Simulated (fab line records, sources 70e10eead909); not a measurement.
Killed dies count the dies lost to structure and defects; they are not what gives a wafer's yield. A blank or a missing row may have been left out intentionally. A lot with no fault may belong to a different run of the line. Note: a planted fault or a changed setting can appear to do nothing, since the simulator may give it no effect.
Which of the tools did it? | flow nand-harc | Sampling: 6 lots, 17 wafers, 2 of 1302 route steps

WHAT EACH GAUGE READ, for each wafer
NHARC_A_ONON_D1_THK_MEAS_05: measures by ellipsometry.
lot  | measured     | on            | thk-nm (nm)
L694 | day 7 20:46  | film-metro-01 | 982 980 981
L696 | day 8 22:13  | film-metro-02 | 1022 1020 1021
L699 | day 9 20:57  | film-metro-02 | 991 991 992
L700 | day 10 12:04 | film-metro-01 | 1002 1002 1001
L708 | day 13 16:20 | film-metro-02 | 993 1796
L715 | day 17 02:03 | film-metro-01 | 1003 1001 1004

WHAT TOOL EACH LOT RAN ON (gives the tool, then ch and the chambers of the sampled wafers, and finally the start)
lot  | NHARC_A_ONON_D1_DEP_03
L694 | pecvd-onon-04 ch 0, day 7 20:16
L696 | pecvd-onon-04 ch 0, day 8 21:41
L699 | pecvd-onon-04 ch 0, day 9 20:26
L700 | pecvd-onon-04 ch 0, day 10 11:37
L708 | pecvd-onon-03 ch 0, day 13 16:03
L715 | pecvd-onon-01 ch 0, day 17 01:35
- NHARC_A_ONON_D1_DEP_03: target thk 1000 nm.

THE ANSWER, worked out from the rows above alone
Rule: what is usual is taken from the lots themselves. Put in order of their means at a reading, lots are off if they are a third of the lots or fewer, leave a main group of 4 or more, and stand apart from it by a gap of 3 or more times the standard deviation of the main group's means; of several such gaps the widest counts. A main group whose means are all the same, to the digits that the tables above print for the reading, isn't used. A lot without any number at a reading at which 4 lots or more have one is off too. Where the step has rows for the other lots, those lots are counted as sound.
Off at NHARC_A_ONON_D1_THK_MEAS_05 (thk-nm): L708. Mean 1000 nm and standard deviation 13 in the main group.
A tool fits if, at a process step before that reading, it ran every lot that is off, and no sound lot after the first of them. Those tools and the gauges at NHARC_A_ONON_D1_THK_MEAS_05 are tried in the same way. Undecided on this evidence; 2 tools fit (pecvd-onon-03 at NHARC_A_ONON_D1_DEP_03, film-metro-02 at NHARC_A_ONON_D1_THK_MEAS_05).

WHAT THE SIMULATOR PUT IN
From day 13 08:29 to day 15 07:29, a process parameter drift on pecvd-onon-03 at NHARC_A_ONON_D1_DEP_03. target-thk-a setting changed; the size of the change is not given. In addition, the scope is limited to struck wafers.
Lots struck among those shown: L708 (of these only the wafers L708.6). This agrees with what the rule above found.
